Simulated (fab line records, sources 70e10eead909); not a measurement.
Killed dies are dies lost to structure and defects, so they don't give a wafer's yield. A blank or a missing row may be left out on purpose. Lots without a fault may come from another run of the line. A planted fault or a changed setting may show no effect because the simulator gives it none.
Chamber matching | flow nand_harc | NHARC_A_CHANNEL_FILL_D2_ALD_14 on ald_hk-04: 4 sister chambers
The step deposits SiO2, target thk 2.5 nm, pulse time 10 s, ald cycles 25. 16 wafers are shown with their chamber, then 8 later ones without.

WAFERS WITH THEIR CHAMBER
wafer  | chamber | heater_power_w (W) | precursor_pulse_height_rel
L076.1 | 2       | 475                | 1.007
L076.2 | 3       | 551                | 1.005
L076.3 | 0       | 421                | 0.981
L078.2 | 0       | 423                | 0.999
L078.3 | 3       | 531                | 0.985
L078.6 | 2       | 471                | 1.005
L083.2 | 3       | 533                | 0.963
L083.4 | 0       | 422                | 0.997
L083.5 | 2       | 470                | 0.999
L082.1 | 1       | 399                | 0.946
L082.4 | 2       | 475                | 1.027
L082.5 | 2       | 487                | 1.005
L082.2 | 0       | 409                | 1.025
L082.3 | 3       | 548                | 1.019
L082.6 | 1       | 399                | 0.990
L091.2 | 2       | 495                | 1.000

SIGNATURES (means of the wafers above)
reading                    | chamber 0 | chamber 1 | chamber 2 | chamber 3 | scatter within a chamber
heater_power_w             | 418.75    | 399.00    | 478.83    | 540.75    | 8.84
precursor_pulse_height_rel | 1.00050   | 0.96800   | 1.00717   | 0.99300   | 0.0189
Rule: a wafer's distance from a chamber is the root of the sum, over the readings, of the square of ((its reading less the chamber's mean) divided by the reading's scatter). The wafer belongs to the nearest chamber; if the next one is less than 2 further off, it can't be placed. The scatter: the root of (the sum of the squares of (reading less its chamber's mean) over the shown wafers, divided by (wafers less chambers)).

WAFERS WITHOUT THEIR CHAMBER
wafer  | heater_power_w (W) | precursor_pulse_height_rel
L091.5 | 531                | 0.969
L091.6 | 506                | 1.012
L090.1 | 496                | 1.027
L090.4 | 395                | 0.965
L090.5 | 498                | 1.024
L097.1 | 441                | 1.020
L097.5 | 447                | 1.008
L097.6 | 520                | 1.028

WHICH CHAMBER EACH WENT THROUGH
wafer  | from the rows above     | in truth
L091.5 | 3                       | 3
L091.6 | can't be placed: 2 or 3 | 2
L090.1 | 2                       | 2
L090.4 | 1                       | 1
L090.5 | 2                       | 2
L097.1 | can't be placed: 0 or 2 | 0
L097.5 | can't be placed: 0 or 2 | 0
L097.6 | can't be placed: 3 or 2 | 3
Placed correctly: 4 of 8. Can't be placed from these rows: 4 (the true chamber is among the candidates in 4). Placed wrongly: 0.
